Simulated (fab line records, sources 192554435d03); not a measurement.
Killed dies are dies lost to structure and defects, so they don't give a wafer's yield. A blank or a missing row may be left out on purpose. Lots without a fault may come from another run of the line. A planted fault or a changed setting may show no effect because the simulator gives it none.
Which tool did it? | flow n5_finfet | 9 lots, 25 wafers sampled, at 6 steps of a route of 1938

WHAT THE GAUGES READ, wafer by wafer
N5_BEOL_M3_OVL_MEAS_29. Usual: V2_OVL -0.3 nm, standard deviation 0.73.
lot  | measured     | on         | V2_OVL (nm)    | flag
L474 | day 7 15:55  | overlay-01 | 0.9 0.8 0.7    |
L476 | day 8 07:55  | overlay-01 | 1.0 -0.6 0.1   |
L478 | day 8 14:28  | overlay-02 | -0.8 -0.8 -0.3 |
L479 | day 8 21:38  | overlay-02 | 0.5 -0.2 -1.4  |
L487 | day 12 23:16 | overlay-01 | -0.5 -0.5      |
L489 | day 13 11:12 | overlay-02 | -1.5 -1.3      |
L494 | day 13 13:13 | overlay-02 | -0.9 1.1 -0.4  |
L493 | day 13 20:52 | overlay-01 | -0.7 -1.0 -0.8 |
L496 | day 14 12:31 | overlay-02 | -1.1 -0.6 -0.8 |

N5_BEOL_M3_OCD_MEAS_38. Usual: trench_depth_nm 55.8 nm, standard deviation 0.83.
lot  | measured     | on     | trench_depth_nm (nm) | flag
L474 | day 8 07:40  | ocd-01 | 55.6 55.8 55.5       |
L476 | day 8 19:10  | ocd-01 | 54.9 55.2 55.3       |
L478 | day 9 00:20  | ocd-01 | 55.1 55.0 55.8       |
L479 | day 9 03:32  | ocd-01 | 56.3 55.1 56.7       |
L487 | day 14 01:47 | ocd-02 | 74.3 56.2            | OFF
L489 | day 14 18:43 | ocd-02 | 74.5 72.4            | OFF
L494 | day 14 18:43 | ocd-01 | 54.9 55.6 54.5       |
L493 | day 14 19:13 | ocd-02 | 55.4 54.2 55.4       |
L496 | day 15 06:02 | ocd-01 | 54.8 55.5 55.6       |

N5_BEOL_M4_RC_MEAS_101. Usual: DIBL_N 36.3 mV/V, standard deviation 1.1; DIBL_P 36.3 mV/V, standard deviation 1.4; IOFF_N 0.155 nA/um, standard deviation 0.019; IOFF_P 0.211 nA/um, standard deviation 0.027; ION_N 672 uA/um, standard deviation 8.5; ION_P 462 uA/um, standard deviation 5.8; SS_N 71.5 mV/dec, standard deviation 0.56; SS_P 73.3 mV/dec, standard deviation 0.52; VT_N 249.9 mV, standard deviation 2.5; VT_P -249.8 mV, standard deviation 2.8.
lot  | measured     | on        | DIBL_N (mV/V)  | DIBL_P (mV/V)  | IOFF_N (nA/um)    | IOFF_P (nA/um)    | ION_N (uA/um) | ION_P (uA/um) | SS_N (mV/dec)  | SS_P (mV/dec)  | VT_N (mV)         | VT_P (mV)            | flag
L474 | day 9 04:07  | prober-01 | 39.0 36.3 36.8 | 37.5 36.0 35.1 | 0.173 0.139 0.135 | 0.234 0.203 0.192 | 668 675 670   | 458 463 453   | 72.5 70.9 72.2 | 74.6 73.4 73.6 | 250.1 250.3 253.8 | -247.6 -250.4 -255.3 |
L476 | day 10 12:52 | prober-01 | 35.6 34.9 35.7 | 36.9 35.4 35.9 | 0.152 0.134 0.153 | 0.178 0.170 0.178 | 669 670 671   | 451 456 455   | 71.1 71.3 72.0 | 73.6 73.3 73.3 | 248.7 249.2 251.5 | -253.7 -252.4 -253.4 |
L478 | day 10 22:22 | prober-01 | 37.2 36.5 35.9 | 37.1 36.6 35.2 | 0.172 0.161 0.140 | 0.244 0.243 0.227 | 676 672 669   | 472 467 469   | 71.9 71.8 71.0 | 73.9 73.0 72.7 | 248.4 247.0 252.1 | -244.4 -247.3 -248.4 |
L479 | day 11 10:13 | prober-01 | 36.3 34.8 36.3 | 36.4 33.7 35.6 | 0.166 0.135 0.171 | 0.199 0.167 0.199 | 684 677 691   | 462 463 465   | 71.2 71.3 71.8 | 73.6 72.6 73.6 | 248.7 252.9 248.2 | -252.6 -251.8 -250.2 |
L487 | day 15 10:48 | prober-01 | 37.6 37.2      | 37.7 37.4      | 0.167 0.153       | 0.255 0.250       | 670 665       | 464 460       | 72.8 72.1      | 73.9 73.7      | 249.2 251.9       | -244.0 -248.8        |
L489 | day 17 07:19 | prober-01 | 35.9 35.3      | 36.9 36.3      | 0.156 0.161       | 0.221 0.217       | 670 665       | 460 463       | 70.8 71.5      | 73.5 72.8      | 250.6 248.6       | -248.0 -246.2        |
L494 | day 17 06:04 | prober-02 | 36.5 40.0 37.1 | 36.4 40.9 37.2 | 0.150 0.228 0.171 | 0.210 0.301 0.236 | 676 699 677   | 466 479 471   | 71.5 72.5 71.1 | 72.9 74.0 73.1 | 250.0 242.9 246.3 | -250.0 -244.8 -247.0 |
L493 | day 17 07:20 | prober-02 | 36.7 37.0 35.8 | 36.8 37.5 35.6 | 0.160 0.168 0.143 | 0.218 0.219 0.199 | 677 684 665   | 467 468 463   | 71.3 70.9 71.3 | 73.0 72.6 73.0 | 248.6 249.9 249.8 | -247.3 -248.5 -250.6 |
L496 | day 17 17:07 | prober-01 | 35.6 36.3 36.0 | 35.2 34.7 35.2 | 0.158 0.159 0.158 | 0.210 0.200 0.205 | 682 666 675   | 464 459 458   | 72.1 72.0 71.3 | 73.3 73.4 73.0 | 248.2 249.2 249.8 | -248.4 -250.9 -249.2 |

WHICH TOOL RAN EACH LOT (tool, then ch and the chambers of the sampled wafers, then the start)
lot  | N5_BEOL_M3_TRENCH_ETCH_37          | N5_BEOL_M3_ETCH_41                            | N5_BEOL_M3_PRE_CLEAN_45
L474 | rie_diel-03 ch 0,2,3, day 8 07:31  | rie_diel-03 ch 0,2,3, day 8 07:40 or earlier  | pvd_sputter-02, day 8 07:55
L476 | rie_diel-01 ch 1,2, day 8 19:01    | rie_diel-01 ch 1,2, day 8 19:10 or earlier    | pvd_sputter-02, day 8 19:41
L478 | rie_diel-03 ch 1,2,3, day 9 00:10  | rie_diel-03 ch 1,2,3, day 9 00:20 or earlier  | pvd_sputter-02, day 9 00:43
L479 | rie_diel-01 ch 0,1,3, day 9 03:23  | rie_diel-01 ch 0,1,3, day 9 03:32 or earlier  | pvd_sputter-01, day 9 04:27
L487 | rie_diel-01 ch 0, day 14 01:38     | rie_diel-01 ch 0, day 14 01:47 or earlier     | pvd_sputter-02, day 14 02:15
L489 | rie_diel-01 ch 1,3, day 14 18:34   | rie_diel-01 ch 1,3, day 14 18:43 or earlier   | pvd_sputter-03, day 14 19:20
L494 | rie_diel-03 ch 0,3, day 14 18:34   | rie_diel-03 ch 0,3, day 14 18:43 or earlier   | pvd_sputter-02, day 14 19:18
L493 | rie_diel-03 ch 1,3, day 14 19:03   | rie_diel-03 ch 1,3, day 14 19:13 or earlier   | pvd_sputter-02, day 14 19:32
L496 | rie_diel-03 ch 1,2,3, day 15 05:53 | rie_diel-03 ch 1,2,3, day 15 06:02 or earlier | pvd_sputter-02, day 15 07:01
- N5_BEOL_M3_TRENCH_ETCH_37: etches SiOC in C4F6/O2, target depth 55.555 nm, time 29.2 s.
- N5_BEOL_M3_ETCH_41: etches SiCN in CH3F/O2, target depth 29.9 nm, time 52.5 s.
- N5_BEOL_M3_PRE_CLEAN_45: time 30 s.

WHAT THE TOOLS THEMSELVES READ (means of the sampled wafers that have a number; where no wafer has one, the mark that the record gives instead)
N5_BEOL_M3_TRENCH_ETCH_37. Usual: drypump_motor_current_A 5.8 A, standard deviation 0.34; mfc_ar_sccm 300.0 sccm, standard deviation 0.86; oes_product_au 0.83 a.u., standard deviation 0.072; rf_vpp_V 663 V, standard deviation 8.2; run_length_s 52.4 s, standard deviation 0.38; showerhead_plenum_p_Torr 2.85 Torr, standard deviation 0.081; throttle_valve_pct 20.84 %, standard deviation 0.19.
lot  | tool        | drypump_motor_current_A (A) | mfc_ar_sccm (sccm) | oes_product_au (a.u.) | rf_vpp_V (V) | run_length_s (s) | showerhead_plenum_p_Torr (Torr) | throttle_valve_pct (%) | flag
L474 | rie_diel-03 | 6.0                         | 300.1              | 0.85                  | 663          | 52.1             | 2.82                            | 20.82                  |
L476 | rie_diel-01 | 5.7                         | 299.3              | 0.74                  | 663          | 52.5             | 2.76                            | 21.10                  |
L478 | rie_diel-03 | 5.8                         | 299.7              | 0.78                  | 663          | 52.3             | 2.85                            | 20.72                  |
L479 | rie_diel-01 | 5.7                         | 300.4              | 0.84                  | 658          | 52.6             | 2.79                            | 20.88                  |
L487 | rie_diel-01 | 5.4                         | 300.1              | 0.86                  | 658          | 57.5             | 2.79                            | 20.91                  | OFF
L489 | rie_diel-01 | 5.8                         | 300.1              | 0.88                  | 661          | 61.5             | 2.95                            | 20.77                  | OFF
L494 | rie_diel-03 | 6.1                         | 299.4              | 0.80                  | 666          | 52.6             | 2.76                            | 20.94                  |
L493 | rie_diel-03 | 5.5                         | 300.2              | 0.90                  | 668          | 52.5             | 2.85                            | 20.46                  |
L496 | rie_diel-03 | 5.8                         | 299.5              | 0.84                  | 662          | 52.2             | 2.84                            | 20.65                  |

N5_BEOL_M3_ETCH_41. Usual: drypump_motor_current_A 5.8 A, standard deviation 0.34; mfc_ar_sccm 150.0 sccm, standard deviation 0.48; oes_product_au 0.83 a.u., standard deviation 0.071; rf_vpp_V 297.4 V, standard deviation 1.5; run_length_s 75.7 s, standard deviation 0.38; showerhead_plenum_p_Torr 2.00 Torr, standard deviation 0.06; throttle_valve_pct 16.28 %, standard deviation 0.18.
lot  | tool        | drypump_motor_current_A (A) | mfc_ar_sccm (sccm) | oes_product_au (a.u.) | rf_vpp_V (V) | run_length_s (s) | showerhead_plenum_p_Torr (Torr) | throttle_valve_pct (%) | flag
L474 | rie_diel-03 | 6.0                         | 150.1              | 0.85                  | 297.0        | 75.4             | 1.98                            | 16.24                  |
L476 | rie_diel-01 | 5.6                         | 149.3              | 0.74                  | 296.1        | 75.9             | 1.93                            | 16.58                  |
L478 | rie_diel-03 | 5.8                         | 150.0              | 0.78                  | 297.7        | 75.8             | 2.01                            | 16.20                  |
L479 | rie_diel-01 | 5.7                         | 150.2              | 0.84                  | 297.7        | 75.7             | 1.97                            | 16.33                  |
L487 | rie_diel-01 | 5.4                         | 150.0              | 0.86                  | 296.8        | 75.8             | 1.96                            | 16.31                  |
L489 | rie_diel-01 | 5.8                         | 149.9              | 0.89                  | 298.1        | 75.8             | 2.08                            | 16.19                  |
L494 | rie_diel-03 | 6.1                         | 150.2              | 0.80                  | 295.2        | 75.6             | 1.94                            | 16.38                  |
L493 | rie_diel-03 | 5.5                         | 149.6              | 0.90                  | 297.3        | 75.7             | 2.01                            | 15.93                  |
L496 | rie_diel-03 | 5.7                         | 150.2              | 0.84                  | 297.6        | 75.4             | 2.00                            | 16.11                  |

N5_BEOL_M3_PRE_CLEAN_45. Usual: heater_power_w 322 W, standard deviation 29.
lot  | tool           | heater_power_w (W) | flag
L474 | pvd_sputter-02 | 326                |
L476 | pvd_sputter-02 | 327                |
L478 | pvd_sputter-02 | 304                |
L479 | pvd_sputter-01 | 307                |
L487 | pvd_sputter-02 | 344                |
L489 | pvd_sputter-03 | 328                |
L494 | pvd_sputter-02 | 329                |
L493 | pvd_sputter-02 | 302                |
L496 | pvd_sputter-02 | 306                |

THE ANSWER, worked out from the rows above alone
Rule: a lot is off if the mean of its wafers that have a number lies more than 3 standard deviations from the usual mean. A lot without any number at a reading at which 4 lots or more have one is off too. The other lots that the step has rows for count as sound. The gauges are gone through in route order, then the tools' own readings, and for those a lot's mean is taken as printed above. The first step at which some lot is off is used, and at that step the reading that is off furthest; a lot without a number counts as furthest.
Off: L487, L489, at N5_BEOL_M3_OCD_MEAS_38 (trench_depth_nm).
A tool fits if, at a process step before that reading, it ran every lot that is off, and no sound lot after the first of them. The gauges at N5_BEOL_M3_OCD_MEAS_38 aren't tried: what is off there is off at N5_BEOL_M3_TRENCH_ETCH_37 too, on other tools, and a gauge's error can't cause that. N5_BEOL_M3_ETCH_41 gives no start for some lots, so the hours and the order of its lots are those of N5_BEOL_M3_OCD_MEAS_38. One fits: rie_diel-01 at N5_BEOL_M3_TRENCH_ETCH_37 and N5_BEOL_M3_ETCH_41. At N5_BEOL_M3_TRENCH_ETCH_37 its last sound lot is L479 (day 9 03:23), its first lot that is off L487 (day 14 01:38): a fault that began between those two fits.
The tool's own readings at N5_BEOL_M3_TRENCH_ETCH_37 bear it out: on the lots that are off they differ by more than 5 times the standard deviation of the sound lots' means. run_length_s reads 59.5 s there against 52.4 s on the sound lots.

WHAT THE SIMULATOR HAD PUT IN
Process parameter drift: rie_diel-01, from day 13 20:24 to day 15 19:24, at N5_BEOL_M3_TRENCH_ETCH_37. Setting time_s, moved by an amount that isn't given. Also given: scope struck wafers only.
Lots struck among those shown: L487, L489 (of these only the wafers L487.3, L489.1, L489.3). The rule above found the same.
